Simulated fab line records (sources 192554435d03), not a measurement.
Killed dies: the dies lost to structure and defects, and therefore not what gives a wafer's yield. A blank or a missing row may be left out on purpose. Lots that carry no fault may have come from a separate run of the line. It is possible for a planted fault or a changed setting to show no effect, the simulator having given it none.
Chamber matching + flow n5 finfet + 4 sister chambers for N5_BEOL_M11_ETCH_62 on rie diel-04
The step etches SOC in N2/H2, target depth 110 nm, overetch 22 nm, time 165 s. 4 wafers are shown with their chamber, then 7 later ones without.

WAFERS PAIRED WITH THEIR CHAMBERS
| wafer  | chamber | showerhead plenum p Torr (Torr) |
|--------|---------|---------------------------------|
| L083.3 | 2       | 2.59                            |
| L083.6 | 3       | 2.68                            |
| L084.4 | 0       | 2.48                            |
| L084.5 | 1       | 2.63                            |

WAFERS WHOSE CHAMBER IS MISSING
| wafer  | showerhead plenum p Torr (Torr) |
|--------|---------------------------------|
| L084.6 | 2.48                            |
| L088.2 | 2.67                            |
| L088.3 | 2.59                            |
| L088.6 | 2.59                            |
| L092.3 | 2.47                            |
| L092.5 | 2.59                            |
| L092.6 | 2.67                            |

WHICH CHAMBER EACH ONE RAN IN
| wafer  | from the rows above | in truth |
|--------|---------------------|----------|
| L084.6 | 0                   | 0        |
| L088.2 | 3                   | 3        |
| L088.3 | 2                   | 2        |
| L088.6 | 2                   | 2        |
| L092.3 | 0                   | 0        |
| L092.5 | 2                   | 2        |
| L092.6 | 3                   | 3        |
Correct placement for 7 of the 7. Not placeable from these rows: 0. Number placed wrongly: 0.
How it was worked out, from the rows above alone: a wafer's distance from a chamber is the root of the sum, over the readings, of the square of ((its reading less the chamber's mean) divided by the reading's scatter). The wafer belongs to the nearest chamber; if the next one is less than 2 further off, it can't be placed. A chamber's mean is the mean of its shown wafers. The scatter: root of mean squared gap, hidden wafer to nearest shown wafer, with one shown wafer a chamber.
